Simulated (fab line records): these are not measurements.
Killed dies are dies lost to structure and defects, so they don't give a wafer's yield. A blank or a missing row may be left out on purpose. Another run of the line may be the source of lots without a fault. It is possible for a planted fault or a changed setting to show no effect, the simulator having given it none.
Chamber matching -- flow nand_harc -- 3 sister chambers for NHARC_P_M0_PRE_CLEAN_31 on pecvd-04
The step time 12 s. 6 wafers are shown with their chamber, then 9 later ones without.

EACH WAFER AND ITS CHAMBER
wafer,chamber,heater_power_w (W)
L090.2,0,855
L090.4,1,555
L090.5,2,663
L094.1,2,580
L094.2,1,605
L094.3,0,804

WAFERS WHOSE CHAMBER IS MISSING
wafer,heater_power_w (W)
L095.1,625
L095.2,545
L095.6,548
L097.1,566
L097.3,629
L097.5,557
L097.2,703
L097.4,706
L097.6,598

EACH ONE'S CHAMBER
wafer,from the rows above,in truth
L095.1,can't be placed: 2 or 1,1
L095.2,can't be placed: 1 or 2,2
L095.6,can't be placed: 1 or 2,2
L097.1,can't be placed: 1 or 2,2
L097.3,can't be placed: 2 or 1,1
L097.5,can't be placed: 1 or 2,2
L097.2,can't be placed: 2 or 1 or 0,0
L097.4,can't be placed: 2 or 0 or 1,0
L097.6,can't be placed: 1 or 2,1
Correct placement for 0 of the 9. Can't be placed from these rows: 9 (the true chamber is among the candidates in 9). 0 placed wrongly.
How it was worked out, from the rows above alone: a wafer's distance from a chamber is the root of the sum, over the readings, of the square of ((its reading less the chamber's mean) divided by the reading's scatter). The wafer belongs to the nearest chamber; if the next one is less than 2 further off, it can't be placed. Each chamber's mean is taken over the wafers shown for it. The scatter: take each reading less its chamber's mean, square it, sum over the shown wafers, divide by the number of wafers less the number of chambers, and take the root.
